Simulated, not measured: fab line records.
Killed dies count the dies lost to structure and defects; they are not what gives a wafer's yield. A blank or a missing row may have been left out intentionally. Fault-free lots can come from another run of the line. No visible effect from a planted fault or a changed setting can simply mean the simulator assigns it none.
Lot-split experiment ; flow n5 finfet ; 7 lots, 21 wafers read, on a route of 1938 steps

## THE SPLIT ITSELF
At N5_BEOL_M15_SPUTTER_43 (material TaN, target thk 15 nm, time 24.19 s), the setting time s was moved away from the recipe's 24.19 s on 9 of the 21 wafers read, by -13.4% to +11.0%. This setting was run at the recipe's value on the other wafers.

Reading taken at the split's own step.

## THE READING
TaN_of_BEOL_M15_SPUTTER_43.thk nm (the simulator's own value, which no gauge read), in nm, at N5_BEOL_M15_SPUTTER_43 (material TaN, target thk 15 nm, time 24.19 s). No usual value for it is given in the file. Across the 12 wafers here that went through the recipe, the average is 14.9 nm and the standard deviation 0.12 nm.

wafer;tool, chamber at the split;time s as run, s;against the recipe;TaN_of_BEOL_M15_SPUTTER_43.thk nm, nm;against lot-mates on the recipe
L075.1;pvd sputter-03, -;24.19;recipe;14.8;-
L075.3;pvd sputter-03, -;26.85;+11.0%;16.6;+1.8
L075.6;pvd sputter-03, -;26.85;+11.0%;16.4;+1.6
L076.1;pvd sputter-01, -;24.19;recipe;14.8;-
L076.6;pvd sputter-01, -;24.19;recipe;14.8;-
L076.2;pvd sputter-01, -;20.96;-13.4%;13;-1.8
L085.4;pvd sputter-02, -;24.19;recipe;14.8;-
L085.5;pvd sputter-02, -;25.93;+7.2%;16;+1.1
L085.6;pvd sputter-02, -;24.19;recipe;15;-
L094.1;pvd sputter-02, -;26.61;+10.0%;16.2;no lot-mate on the recipe
L094.3;pvd sputter-02, -;26.61;+10.0%;16.2;no lot-mate on the recipe
L094.2;pvd sputter-02, -;26.61;+10.0%;16;no lot-mate on the recipe
L091.4;pvd sputter-03, -;24.19;recipe;15;-
L091.5;pvd sputter-03, -;24.19;recipe;14.8;-
L091.6;pvd sputter-03, -;24.19;recipe;14.8;-
L095.2;pvd sputter-02, -;25.65;+6.0%;15.8;+1.2
L095.3;pvd sputter-02, -;25.65;+6.0%;15.8;+1.2
L095.6;pvd sputter-02, -;24.19;recipe;14.6;-
L097.1;pvd sputter-03, -;24.19;recipe;15;-
L097.4;pvd sputter-03, -;24.19;recipe;15;-
L097.3;pvd sputter-03, -;24.19;recipe;14.8;-

THE FIT
A straight line over all 21 wafers: TaN_of_BEOL_M15_SPUTTER_43.thk nm changes by +0.14 nm for each +1% of time s; r = +0.99; the points scatter about the line by 0.13 nm.
The same after taking each lot's own level away (the mean of its wafers on the recipe; 18 wafers): +0.151 nm for each +1%; r = +0.99; scatter 0.13 nm.
According to that fit, moving time s by its largest amount changes the reading by 2 nm.
The span of the lots' own levels, 14.60 to 14.93 nm, comes to 2.8 times the standard deviation stated above.
So the lot-to-lot level changes the slope little: the two slopes agree.
Check: for one of the wafers moved furthest among these (-13.4%), held out of the fit, the line's prediction against its lot-mates is -2.14 nm. It came out at -1.8 nm against them.

## THESE WAFERS: OTHER SPLITS
Note: prior to the reading, these wafers also went through further splits. Each is held against what the fit with the lots' levels taken away leaves over:
other split on the same wafers;wafers away from the commonest value;r with TaN_of_BEOL_M15_SPUTTER_43.thk nm (lot level and that fit taken away)
N5_BEOL_M8_COAT_60 spin rpm;7;+0.24
N5_BEOL_M9_COAT_22 spin rpm;5;-0.06
N5_BEOL_M10_ETCH_41 source w;8;+0.00
N5_BEOL_M11_ETCH_66 time s;5;-0.44
N5_BEOL_M13_COAT_66 spin rpm;6;-0.14
N5_BEOL_M14_SPUTTER_43 time s;7;-0.15
N5_BEOL_M15_ILD_DEP_00 temp c;6;+0.19

## FILE'S OWN FIT
TaN_of_BEOL_M15_SPUTTER_43.thk nm changes by +0.149 nm for each +1% of time s, r = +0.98.
